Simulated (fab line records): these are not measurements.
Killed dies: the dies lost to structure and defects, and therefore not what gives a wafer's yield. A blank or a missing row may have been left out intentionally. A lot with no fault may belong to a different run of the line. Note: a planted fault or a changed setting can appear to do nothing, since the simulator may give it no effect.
Matching of chambers :: flow n5 finfet :: 4 sister chambers for N5_BEOL_M5_ETCH_67 on rie diel-01
The step etches SiARC in CF4, target depth 15.6 nm, time 26 s. 14 wafers are shown with their chamber, then 7 later ones without.

## WAFERS WITH THEIR CHAMBER
wafer: L076.4
chamber: 3
showerhead plenum p Torr (Torr): 2.07
oes product au (a.u.): 0.64
throttle valve pct (%): 15.57

wafer: L076.5
chamber: 2
showerhead plenum p Torr (Torr): 2.08
oes product au (a.u.): 0.75
throttle valve pct (%): 15.37

wafer: L076.6
chamber: 1
showerhead plenum p Torr (Torr): 2.03
oes product au (a.u.): 0.57
throttle valve pct (%): 15.75

wafer: L079.1
chamber: 1
showerhead plenum p Torr (Torr): 2.03
oes product au (a.u.): 0.57
throttle valve pct (%): 15.75

wafer: L079.4
chamber: 2
showerhead plenum p Torr (Torr): 2.08
oes product au (a.u.): 0.74
throttle valve pct (%): 15.38

wafer: L079.5
chamber: 0
showerhead plenum p Torr (Torr): 2.13
oes product au (a.u.): 0.63
throttle valve pct (%): 15.69

wafer: L081.2
chamber: 0
showerhead plenum p Torr (Torr): 2.13
oes product au (a.u.): 0.62
throttle valve pct (%): 15.71

wafer: L081.3
chamber: 1
showerhead plenum p Torr (Torr): 2.03
oes product au (a.u.): 0.57
throttle valve pct (%): 15.74

wafer: L081.6
chamber: 1
showerhead plenum p Torr (Torr): 2.03
oes product au (a.u.): 0.57
throttle valve pct (%): 15.75

wafer: L088.4
chamber: 0
showerhead plenum p Torr (Torr): 2.13
oes product au (a.u.): 0.61
throttle valve pct (%): 15.71

wafer: L088.5
chamber: 3
showerhead plenum p Torr (Torr): 2.06
oes product au (a.u.): 0.63
throttle valve pct (%): 15.62

wafer: L088.6
chamber: 2
showerhead plenum p Torr (Torr): 2.08
oes product au (a.u.): 0.72
throttle valve pct (%): 15.42

wafer: L086.2
chamber: 2
showerhead plenum p Torr (Torr): 2.08
oes product au (a.u.): 0.73
throttle valve pct (%): 15.42

wafer: L086.3
chamber: 3
showerhead plenum p Torr (Torr): 2.06
oes product au (a.u.): 0.63
throttle valve pct (%): 15.60

SIGNATURES, as means of the wafers listed above
reading: showerhead plenum p Torr
chamber 0: 2.1300
chamber 1: 2.0300
chamber 2: 2.0800
chamber 3: 2.0633
scatter within a chamber: 0.00258

reading: oes product au
chamber 0: 0.6200
chamber 1: 0.5700
chamber 2: 0.7350
chamber 3: 0.6333
scatter within a chamber: 0.00876

reading: throttle valve pct
chamber 0: 15.7033
chamber 1: 15.7475
chamber 2: 15.3975
chamber 3: 15.5967
scatter within a chamber: 0.0192
Rule: a wafer lies at a distance from a chamber equal to the root of the sum of squares, over the readings, of (its reading less the chamber's mean, divided by the reading's scatter). If the next closest chamber is less than 2 further off than the closest, the wafer can't be placed; otherwise it belongs to the closest. The scatter: take each reading less its chamber's mean, square it, sum over the shown wafers, divide by the number of wafers less the number of chambers, and take the root.

## WAFERS WITHOUT THEIR CHAMBER
wafer: L086.6
showerhead plenum p Torr (Torr): 2.08
oes product au (a.u.): 0.72
throttle valve pct (%): 15.42

wafer: L087.1
showerhead plenum p Torr (Torr): 2.28
oes product au (a.u.): 0.84
throttle valve pct (%): 15.28

wafer: L087.5
showerhead plenum p Torr (Torr): 2.06
oes product au (a.u.): 0.63
throttle valve pct (%): 15.61

wafer: L087.6
showerhead plenum p Torr (Torr): 2.08
oes product au (a.u.): 0.72
throttle valve pct (%): 15.41

wafer: L092.1
showerhead plenum p Torr (Torr): 2.27
oes product au (a.u.): 0.82
throttle valve pct (%): 15.28

wafer: L092.2
showerhead plenum p Torr (Torr): 2.12
oes product au (a.u.): 0.61
throttle valve pct (%): 15.76

wafer: L092.3
showerhead plenum p Torr (Torr): 2.06
oes product au (a.u.): 0.63
throttle valve pct (%): 15.62

## WHICH CHAMBER EACH ONE RAN IN
wafer: L086.6
from the rows above: 2
in truth: 2

wafer: L087.1
from the rows above: 0
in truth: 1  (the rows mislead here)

wafer: L087.5
from the rows above: 3
in truth: 3

wafer: L087.6
from the rows above: 2
in truth: 2

wafer: L092.1
from the rows above: 0
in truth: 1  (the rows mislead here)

wafer: L092.2
from the rows above: 0
in truth: 0

wafer: L092.3
from the rows above: 3
in truth: 3
Correctly placed: 5 of 7. Number that these rows cannot place: 0. Placed wrongly: 2.
